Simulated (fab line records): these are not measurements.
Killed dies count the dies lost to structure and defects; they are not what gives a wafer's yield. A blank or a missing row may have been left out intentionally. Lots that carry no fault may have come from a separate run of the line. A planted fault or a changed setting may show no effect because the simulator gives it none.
A struck lot beside a sound one -- flow n5Finfet -- 38 out of 1938 route steps
Sound: these wafers, L707.2, L707.4, L707.5. The struck wafers were L712.3, L712.5. The cause is given at the end.
Each step with rows lists, per side, the tool, then ch with its chambers, then its first start. Under that, the readings that differ: sound wafers -- struck wafers -- difference of the means -- sigmas: that difference in standard deviations of wafers without a fault.
alike: readings whose means differ by less than 2 such deviations, and words and numbers that are the same on both sides. not compared: withheld readings, readings that some wafer has no value for, bounds like >300 that may hide the same value, and numbers for which the record gives no deviation and whose values overlap.
The two part at a step that has a row with sigmas, a row that says differs or no value, or rows on one side only. Numbers that don't overlap but have no deviation are shown without sigmas and don't part them. A reading that every wafer of one side lacks parts them only if that side has two wafers or more.

first, 10 steps without rows for these wafers: N5_PASSIVATION_DESCUM_12 (chemistry O2, time 7.9 s); N5_PASSIVATION_PASS_ETCH_74 (etches SiNx in CF4/O2, target depth 220 nm, time 110 s); N5_PASSIVATION_VIA_ETCH_13 (etches SiO2 in CHF3/O2, target depth 660 nm, time 330 s); N5_PASSIVATION_STRIP_14 (strips in O2); N5_PASSIVATION_ETCH_15 (etches SiCN in CF4/N2, target depth 75 nm, time 81.2 s); N5_PASSIVATION_STRIP_73 (strips in post etch residue remover, time 60 s); N5_PASSIVATION_SRD_17 (time 30 s, dry time 30 s); N5_PASSIVATION_DEGAS_18 (time 60 s); N5_PASSIVATION_PRE_CLEAN_19; N5_PASSIVATION_SPUTTER_20 (material TaN, target thk 50 nm).
N5_PASSIVATION_AL_DEP_21: deposits Al, target thk 2800 nm, time 170 s.
  sound on pvdSputter-01, day 12 15:33; struck on pvdSputter-01, day 14 13:23
reading,sound,struck,difference,sigmas
model.Al_of_PASSIVATION_AL_DEP_21.thkNm (nm),2804 2818 2817,2002 2007,-808,
  alike: throttleValvePct
then, 9 steps without rows for these wafers: N5_PASSIVATION_HMDS_23 (time 60 s); N5_PASSIVATION_COAT_24; N5_PASSIVATION_EBR_26; N5_PASSIVATION_SOFTBAKE_25 (time 90 s); N5_PASSIVATION_EXPOSE_27 (exposes mask PAD, defocus 0 nm); N5_PASSIVATION_PEB_28; N5_PASSIVATION_DEVELOP_29 (develop time 60 s); N5_PASSIVATION_HARDBAKE_31 (time 120 s); N5_PASSIVATION_DESCUM_32 (chemistry O2, time 7.9 s).
N5_PASSIVATION_AL_ETCH_33: etches Al in Cl2/BCl3, stops on TaN, target depth 2800 nm, time 466.7 s.
  sound on rieMetal-02 ch 0,1, day 12 16:19; struck on rieMetal-03 ch 0,1, day 14 15:03
reading,sound,struck,difference,sigmas
oesProductAu (a.u.),0.75 0.77 0.76,0.61 0.60,-0.16,-4
  alike: bcl3FlowSccm, drypumpMotorCurrentA, rfFwdPowerW, throttleValvePct
  not compared: rfHoursCounterH
then, 15 steps without rows for these wafers: N5_PASSIVATION_ETCH_59 (etches TaN in Cl2/BCl3, target depth 65 nm, time 34.9 s); N5_PASSIVATION_STRIP_34 (strips in O2); N5_PASSIVATION_STRIP_51 (strips in post etch residue remover, time 1200 s); N5_PASSIVATION_CLEAN_69 (cleans in IPA, time 180 s); N5_PASSIVATION_SRD_70 (time 30 s); N5_PASSIVATION_PECVD_53 (deposits SiO2 from TEOS/O2, target thk 800 nm, time 169.4 s); N5_PASSIVATION_PECVD_35 (deposits SiNx from SiH4/NH3/N2, target thk 700 nm, time 151.3 s); N5_PASSIVATION_HMDS_37 (time 60 s); N5_PASSIVATION_COAT_38; N5_PASSIVATION_EBR_40; N5_PASSIVATION_SOFTBAKE_39 (time 120 s); N5_PASSIVATION_EXPOSE_41 (exposes mask PASS OPEN, defocus 0 nm, target cd 40000 nm); N5_PASSIVATION_PEB_42; N5_PASSIVATION_DEVELOP_43 (develop time 60 s); N5_PASSIVATION_HARDBAKE_45 (time 120 s).
N5_PASSIVATION_STRIP_52: strips in post etch residue remover, time 1200 s.
  sound on wetBench-05 ch 1,3,4, day 12 18:43; struck on wetBench-03 ch 2,7, day 14 18:11
reading,sound,struck,difference,sigmas
model.Al_of_PASSIVATION_AL_DEP_21.thkNm (nm),2788 2802 2802,1987 1991,-808,
  alike: bathGuardTempC
N5_PASSIVATION_PROBE_49:
  rows exist in the record for the struck wafers here (prober-02, day 14 20:47), but not for the sound ones

## WHERE THEY PART
Earliest at N5_PASSIVATION_AL_ETCH_33; latest, in this record, at N5_PASSIVATION_PROBE_49.

WHY: whatever the simulator had introduced
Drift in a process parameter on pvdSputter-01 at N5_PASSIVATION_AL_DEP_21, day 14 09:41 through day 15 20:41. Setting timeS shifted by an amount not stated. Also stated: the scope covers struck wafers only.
